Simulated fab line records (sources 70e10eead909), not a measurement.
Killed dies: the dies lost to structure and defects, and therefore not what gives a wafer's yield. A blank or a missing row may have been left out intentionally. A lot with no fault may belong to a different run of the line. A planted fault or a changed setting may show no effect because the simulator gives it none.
fab line records	flow nand_harc
[record] lots = 12	wafers = 36	last_day = 24
route steps=1159 shown THIN_TSV@1119
lots untouched by any fault: they come from a run of this same line in which no faults occurred
start_h: the number of hours between the record's first day and the start of the first shown wafer of the lot	wait_h: hours from the lot's prior step to this one	" unchanged from the row above	L1.1+2: a row that stands for several wafers	- no value, or no start given	* or withheld: withheld	< > ~ a bound
route shown NAME@n: a module of which the file shows steps, and the number in the route of the first	usual: average and standard deviation across the fault-free wafers	same: alike in all rows	chamber/n: place in a boat	sites: readings site by site	_std_site: standard deviation across them	_edge_site: the outer-site mean with the inner-site mean subtracted	radius_mm: how far each site lies from the wafer's centre	mask NAME#n: copy n	behind: tool/chamber where the wafer was last shaped	hold: what put the lot on hold/how long, in hours/how the hold closed	device: whichever transistor did not switch (one of n, p or np)	end of line: the route-end tests of the same wafers	for a step that has no rows: nothing shown but its recipe	killed: at the first sort, the dies lost to defects and structure; wafer yield is something else	map: dies across one wafer; x = killed, . = not, _ = none there
set.NAME: the run value of the setting; set.NAME@STEP: its run value at that earlier step	model.NAME: the simulator's own value behind a step, which no gauge read
a sample of lots followed through the steps of the route, with each step as a table and each wafer as a row
services: from which hour (start_h, from the record's first day; less than 0 if before it) a tool's chamber was out of use, for how many hours, and why
[[steps]]
[step NHARC_THIN_TSV_ETCH_44]
[recipe] target_depth_a = 15942	time_s = 797.1	cf4_flow_sccm = 150	o2_flow_sccm = 10	ar_flow_sccm = 0	rf_w = 300	bias_w = 800	chemistry = CF4/O2
[usual] drypump_motor_current_A = 5.7/0.34	mfc_ar_sccm = 0.014/0.014	o2_flow_sccm = 10.00/0.032	oes_product_au = 1.000/0.0078	rf_fwd_power_W = 299.8/0.78	rf_vpp_V = 793/3.6	showerhead_plenum_p_Torr = 1.81/0.055	throttle_valve_pct = 16.915/0.0093
lot.wafer	tool	chamber	start_h	wait_h	drypump_motor_current_A	mfc_ar_sccm	o2_flow_sccm	oes_product_au	rf_fwd_power_W	rf_hours_counter_h	rf_vpp_V	showerhead_plenum_p_Torr	throttle_valve_pct
L899.4	rie_diel-13	2	433.35	0.1	5.8	0.031	10.00	1.012	298.4	9	800	1.92	16.917
L899.2	"	3	"	"	5.6	0.029	9.97	1.005	300.6	11	792	1.79	16.914
L899.5	"	3	"	"	5.6	0.029	9.97	1.004	300.9	-	792	1.79	16.906
L900.3	rie_diel-07	2	438.11	0.1	5.5	0	9.97	0.995	300.3	4	799	1.89	16.908
L900.4	"	1	"	"	5.4	0.011	9.91	0.984	299.7	3	789	1.76	16.925
L900.6	"	2	"	"	5.5	0	9.99	1.009	300.9	-	799	1.89	16.927
L904.1	rie_diel-09	2	464.62	0.5	5.9	0.026	10.00	0.991	299.2	1	791	1.79	16.919
L904.6	"	2	"	"	5.9	0.026	9.98	0.991	298.9	-	791	1.79	16.913
L904.5	"	3	"	"	5.8	0.011	10.02	0.993	299.1	-	791	1.78	16.897
L908.3	rie_diel-07	2	482.47	0.1	5.5	0	9.97	1.008	299.9	9	799	1.89	16.923
L908.1	"	1	"	"	5.3	0.011	9.98	1.006	300.2	9	789	1.76	16.906
L908.5	"	3	"	"	5.3	0.033	10.06	1.017	300.4	-	793	1.83	16.926
L912.2	rie_diel-09	3	500.01	0.2	5.7	0.011	9.99	0.994	299.6	5	792	1.78	16.915
L912.6	"	0	"	"	5.9	0	9.99	1.010	299.5	-	796	1.87	16.908
L912.5	"	1	"	"	5.3	0.031	10.03	1.003	299.1	-	796	1.86	16.902
L913.1	rie_diel-07	2	501.18	0.1	5.5	0	9.99	0.998	300.7	12	798	1.89	16.915
L913.4	"	1	"	"	5.3	0.011	9.99	1.009	299.7	11	789	1.76	16.911
L913.5	"	3	"	"	5.3	0.033	9.93	0.996	300.0	-	795	1.83	16.909
L915.1	rie_diel-13	3	520.90	0.1	5.6	0.029	10.05	1.005	299.5	5	793	1.79	16.923
L915.2	"	0	"	"	6.4	0	10.01	0.989	298.4	5	788	1.74	16.915
L915.6	"	0	"	"	6.3	0	9.95	0.987	299.4	-	789	1.74	16.918
L916.2	rie_diel-07	1	533.08	0.1	5.3	0.011	9.95	1.006	299.9	15	789	1.76	16.933
L916.1	"	2	"	"	5.5	0	10.00	0.996	299.6	16	797	1.88	16.899
L916.5	"	1	"	"	5.3	0.011	10.03	0.995	298.8	-	790	1.76	16.892
L917.3	rie_diel-07	0	534.29	0.1	6.0	0	10.04	0.997	300.0	15	790	1.75	16.921
L917.1	"	3	"	"	5.3	0.033	10.03	1.001	298.9	16	793	1.82	16.916
L917.5	"	0	"	"	6.0	0	10.03	0.994	300.2	-	790	1.75	16.919
L919.1	rie_diel-07	1	545.47	0.2	5.3	0.011	10.04	1.005	299.3	16	789	1.76	16.929
L919.5	"	2	"	"	5.5	0	10.00	1.004	300.4	-	799	1.89	16.921
L919.6	"	3	"	"	5.4	0.033	10.04	1.004	300.4	-	795	1.82	16.914
L921.2	rie_diel-13	3	549.39	0.1	5.6	0.029	9.99	0.994	300.6	7	792	1.79	16.914
L921.4	"	3	"	"	5.6	0.029	9.97	0.987	300.4	-	792	1.79	16.922
L921.6	"	1	"	"	6.2	0.003	10.02	0.999	300.4	-	792	1.78	16.907
L922.4	rie_diel-13	1	557.84	0.1	6.3	0.003	10.04	0.986	299.4	7	792	1.79	16.921
L922.2	"	2	"	"	5.7	0.031	10.01	1.013	301.4	7	799	1.92	16.912
L922.1	"	3	"	"	5.6	0.029	10.04	1.002	302.0	8	790	1.79	16.917
[step NHARC_THIN_TSV_ANNEAL_52]
[recipe] temp_c = 225	time_s = 90
[usual] anneal_temp_c = 225.02/0.17	wafer_temp_C_max = 226.4/0.36
lot.wafer	tool	chamber	start_h	wait_h	anneal_temp_c	wafer_temp_C_max
L899.2	rtp_anneal-01	0	437.13	0.6	225.20	226.4
L899.4	"	0	"	"	225.04	226.8
L899.5	"	0	"	"	224.79	227.1
L900.3	rtp_anneal-02	0	442.11	0.5	225.02	226.1
L900.4	"	0	"	"	225.18	226.7
L900.6	"	0	"	"	225.13	226.6
L904.1	rtp_anneal-02	0	468.67	0.5	225.08	226.4
L904.5	"	0	"	"	224.88	226.2
L904.6	"	0	"	"	225.02	227.0
L908.1	rtp_anneal-01	0	486.16	0.6	224.89	226.4
L908.3	"	0	"	"	224.86	226.0
L908.5	"	0	"	"	224.97	226.8
L912.2	rtp_anneal-02	0	503.65	0.6	224.96	226.2
L912.5	"	0	"	"	225.05	226.1
L912.6	"	0	"	"	224.98	226.5
L913.1	rtp_anneal-01	0	505.37	0.9	225.07	226.4
L913.4	"	0	"	"	225.17	226.0
L913.5	"	0	"	"	225.05	226.8
L915.1	rtp_anneal-02	0	524.99	0.8	225.07	226.3
L915.2	"	0	"	"	225.19	225.7
L915.6	"	0	"	"	225.31	226.2
L916.1	rtp_anneal-01	0	536.78	0.6	225.24	226.7
L916.2	"	0	"	"	225.27	226.2
L916.5	"	0	"	"	225.47	226.6
L917.1	rtp_anneal-01	0	538.55	0.5	225.06	226.8
L917.3	"	0	"	"	224.99	226.8
L917.5	"	0	"	"	224.96	226.7
L919.1	rtp_anneal-01	0	549.34	0.6	224.90	226.8
L919.5	"	0	"	"	225.16	227.0
L919.6	"	0	"	"	224.89	226.4
L921.2	rtp_anneal-02	0	553.37	0.7	225.34	226.3
L921.4	"	0	"	"	225.33	226.9
L921.6	"	0	"	"	225.35	226.5
L922.1	rtp_anneal-01	0	561.56	0.6	224.77	225.8
L922.2	"	0	"	"	224.93	226.4
L922.4	"	0	"	"	224.83	227.1
[step NHARC_THIN_TSV_DEGAS_53]
[recipe] temp_c = 300	time_s = 60
[usual] heater_power_w = 485/34
lot.wafer	tool	chamber	start_h	wait_h	heater_power_w
L899.4	pvd_sputter-03	-	437.90	0.1	492
L899.2	"	-	"	"	468
L899.5	"	-	"	"	506
L900.4	pvd_sputter-02	-	442.85	0.1	474
L900.3	"	-	"	"	506
L900.6	"	-	"	"	466
L904.1	pvd_sputter-01	-	469.49	0.1	488
L904.6	"	-	"	"	408
L904.5	"	-	"	"	489
L908.3	pvd_sputter-01	-	486.96	0.1	475
L908.1	"	-	"	"	479
L908.5	"	-	"	"	417
L912.2	pvd_sputter-02	-	504.43	0.1	472
L912.5	"	-	"	"	549
L912.6	"	-	"	"	483
L913.1	pvd_sputter-01	-	506.18	0.1	472
L913.4	"	-	"	"	413
L913.5	"	-	"	"	419
L915.1	pvd_sputter-02	-	525.81	0.1	485
L915.2	"	-	"	"	468
L915.6	"	-	"	"	540
L916.1	pvd_sputter-02	-	537.61	0.1	463
L916.2	"	-	"	"	550
L916.5	"	-	"	"	486
L917.1	pvd_sputter-02	-	539.36	0.1	462
L917.3	"	-	"	"	488
L917.5	"	-	"	"	466
L919.1	pvd_sputter-02	-	550.16	0.1	471
L919.5	"	-	"	"	461
L919.6	"	-	"	"	540
L921.2	pvd_sputter-02	-	554.14	0.1	506
L921.4	"	-	"	"	457
L921.6	"	-	"	"	481
L922.2	pvd_sputter-03	-	562.38	0.1	512
L922.1	"	-	"	"	438
L922.4	"	-	"	"	502
[step NHARC_THIN_TSV_ETCH_36]
[recipe] target_depth_a = 650	over_etch_frac = 0.3	time_s = 18.571	ion_energy_ev = 150	chemistry = Cl2/BCl3
[usual] drypump_motor_current_A = 5.9/0.63	oes_product_au = 0.999/0.0077
[same] over_etch_frac = 0.3
lot.wafer	tool	chamber	start_h	wait_h	drypump_motor_current_A	oes_product_au	rf_hours_counter_h
L899.2	rie_metal-03	1	439.58	0.2	5.0	1.002	4.6
L899.4	"	1	"	"	5.0	1.008	-
L899.5	"	1	"	"	5.1	1.012	-
L900.4	rie_metal-02	1	444.54	0.1	6.5	1.003	-
L900.3	"	0	"	"	6.0	1.002	-
L900.6	"	1	"	"	6.5	1.004	-
L904.1	rie_metal-01	0	471.18	0.2	6.1	0.994	4.5
L904.6	"	0	"	"	6.1	1.001	-
L904.5	"	1	"	"	6.6	0.834	-
L908.1	rie_metal-01	1	488.66	0.2	6.6	0.997	4.5
L908.3	"	0	"	"	6.1	1.002	-
L908.5	"	0	"	"	6.1	0.848	-
L912.2	rie_metal-02	0	505.98	0.2	6.0	0.998	3.7
L912.5	"	1	"	"	6.5	0.998	-
L912.6	"	0	"	"	6.0	1.000	-
L913.1	rie_metal-03	1	507.89	0.2	5.1	0.994	1.1
L913.4	"	1	"	"	5.0	0.993	-
L913.5	"	1	"	"	5.0	0.999	-
L915.2	rie_metal-02	1	527.49	0.2	6.5	1.001	3.8
L915.1	"	0	"	"	6.0	1.012	4.3
L915.6	"	0	"	"	6.0	1.004	-
L916.2	rie_metal-02	0	539.30	0.2	6.0	0.999	4.7
L916.1	"	1	"	"	6.5	0.992	4.3
L916.5	"	0	"	"	6.0	1.007	-
L917.1	rie_metal-03	1	540.93	0.2	5.0	0.984	2.2
L917.3	"	1	"	"	5.0	0.996	-
L917.5	"	1	"	"	5.0	0.994	-
L919.1	rie_metal-02	0	551.86	0.2	6.0	0.999	4.9
L919.6	"	1	"	"	6.5	1.007	-
L919.5	"	0	"	"	6.0	1.013	-
L921.2	rie_metal-03	0	555.70	0.2	5.0	0.998	2.6
L921.4	"	1	"	"	5.0	0.996	-
L921.6	"	0	"	"	5.0	1.002	-
L922.1	rie_metal-02	1	564.18	0.4	6.4	1.004	5.1
L922.2	"	1	"	"	6.4	0.989	-
L922.4	"	1	"	"	6.5	1.009	-
[[services]]
tool	chamber	start_h	hours	kind
rie_diel-07	0	414.20	-	clean
rie_diel-07	1	414.20	-	clean
rie_diel-07	2	414.20	-	clean
rie_diel-07	3	414.20	-	clean
rie_metal-02	1	423.75	7.4	repair
rie_diel-09	-	431.12	9.0	pm
rie_diel-07	0	438.95	-	clean
rie_diel-07	1	438.95	-	clean
pvd_sputter-03	-	442.30	5.5	repair
rie_metal-03	1	446.44	3.8	repair
rie_diel-13	-	453.00	9.0	pm
rie_metal-03	-	453.00	9.0	pm
pvd_sputter-03	-	458.00	10.0	pm
rie_diel-09	2	469.59	7.5	repair
rie_metal-01	0	492.33	26.5	repair
rie_metal-01	-	509.19	9.0	pm
pvd_sputter-01	-	514.00	10.0	pm
rie_diel-09	1	515.57	5.7	repair
rie_metal-02	-	521.10	0.1	repair
rie_diel-13	0	547.21	9.9	repair
rie_metal-01	-	547.30	0.3	repair
pvd_sputter-02	-	555.78	1.7	repair
rie_diel-07	2	558.22	6.9	repair
rie_diel-09	1	559.83	6.9	repair
[[key]]
[first_sign] step = NHARC_THIN_TSV_ETCH_36	reading = oes_product_au	direction = down	sigmas = 20	usual = 0.999	struck = 0.841
effect none on later readings
met_at NHARC_THIN_TSV_ETCH_36
struck_lots L904,L908
struck_wafers L904.5,L908.5
later_rows_left_out L904.5,L908.5
sort_left_out L904.5,L908.5
not_acting_at NHARC_THIN_TSV_ETCH_44,NHARC_THIN_TSV_ANNEAL_52,NHARC_THIN_TSV_DEGAS_53
[fault] kind = process_parameter_drift	tool = rie_metal-01	chamber = -	onset_h = 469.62	steps = NHARC_THIN_TSV_ETCH_36	channel = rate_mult	offset = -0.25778	shape = step	end_h = 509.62	scope = struck_wafers_only
// sort_left_out: the simulated sort isn't trusted on such a fault, so these wafers' sort isn't shown, and their yield isn't known
// later_rows_left_out: the simulator's readings of these wafers behind a module that went badly wrong aren't trusted and aren't shown, but for the sort
